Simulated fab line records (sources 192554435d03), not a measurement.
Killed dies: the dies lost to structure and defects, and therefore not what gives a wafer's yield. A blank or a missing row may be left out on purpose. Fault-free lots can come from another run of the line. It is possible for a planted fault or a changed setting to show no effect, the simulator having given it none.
A lot that was struck, set against a sound lot / flow n5 finfet / 14 steps out of a route of 1938
Sound: wafers L392.1, L392.4, L392.6. Wafers struck: L405.1, L405.3, L405.4. The cause is given at the end.
Per side, at each step with rows, come the tool, then ch with its chambers, and then its first start. Under that, the readings that differ: sound wafers / struck wafers / difference of the means / sigmas: that difference in standard deviations of wafers without a fault.
alike: words and numbers the same on both sides, and readings whose means are apart by under 2 such deviations; not compared: readings that were withheld, readings missing a value for some wafer, numbers with overlapping values and no deviation given by the record, and bounds like >300 which may hide the same value.
Wherever a step has rows on one side only, a row that says differs or no value, or a row with sigmas, the two part there. Numbers that have no deviation but don't overlap get no sigmas and don't part them. Lack of a reading on every wafer of one side parts them only where that side has two or more wafers.

N5_BEOL_M7_STRIP_67: strips in CF4.
  sound on rie diel-01 ch 0,1, day 9 11:30; struck on rie diel-03 ch 1,2,3, day 13 16:52
  alike: drypump motor current A, oes product au, rf vpp V, showerhead plenum p Torr, throttle valve pct
  not compared: rf hours counter h
N5_BEOL_M7_HM_OPEN_17: chemistry Cl2/BCl3, target TiN, target depth 20 nm, overetch 6 nm.
  sound on rie metal-02 ch 0,1, day 9 11:32; struck on rie metal-01 ch 0,1, day 13 16:54
  alike: bcl3 flow sccm, drypump motor current A, mfc ar sccm, oes product au, throttle valve pct
  not compared: rf hours counter h
N5_BEOL_M7_STRIP_19: strips in O2.
  sound on rie diel-02 ch 1,2,3, day 9 11:39; struck on rie diel-03 ch 0,2,3, day 13 17:01
  alike: drypump motor current A, oes product au, rf vpp V, showerhead plenum p Torr, throttle valve pct
  not compared: rf hours counter h
N5_BEOL_M7_CD_MEAS_18: pitch 80 nm, target cd 40 nm.
  sound on cd sem-02 at day 9 11:43; struck on cd sem-03 at day 13 17:05
  alike: cd nm
then, 8 steps without rows for these wafers: N5_BEOL_M7_COAT_63 (time 60 s, resist thk 60 nm); N5_BEOL_M7_COAT_64 (time 60 s, resist thk 12 nm); N5_BEOL_M7_COAT_71 (time 60 s, resist thk 5 nm); N5_BEOL_M7_COAT_22 (resist thk 30 nm); N5_BEOL_M7_EBR_24; N5_BEOL_M7_SOFTBAKE_23 (time 60 s); N5_BEOL_M7_EXPOSE_25 (exposes mask V6, target cd 40 nm); N5_BEOL_M7_PEB_26 (peb time 60 s).
N5_BEOL_M7_DEVELOP_27: develop time 30 s.
  struck on litho track-01, day 13 18:08; sound on litho track-03 ch 0, day 9 13:51
  no value came back on the struck wafers for chill plate temp C (C), develop time s (s); on the sound wafers chill plate temp C (C) reads 23.04 22.96 23.20
reading=model.CAR-EUV_of_BEOL_M7_COAT_22.thk nm (nm); sound=29.6 29.6 29.6; struck=30.2 30 30; difference=+0.5; sigmas=
N5_BEOL_M7_CD_MEAS_28 targets a cd of 40 nm.
  sound on cd sem-02 ch 0, day 9 13:55; struck on cd sem-03 ch 0, day 13 18:13
reading=cd nm (nm); sound=39.94 40.06 39.71; struck=- - -; difference=no value on the struck wafers; sigmas=

## WHERE THEY PART
At N5_BEOL_M7_DEVELOP_27 first; at N5_BEOL_M7_CD_MEAS_28 last (within this record only).

WHY: the cause the simulator had injected
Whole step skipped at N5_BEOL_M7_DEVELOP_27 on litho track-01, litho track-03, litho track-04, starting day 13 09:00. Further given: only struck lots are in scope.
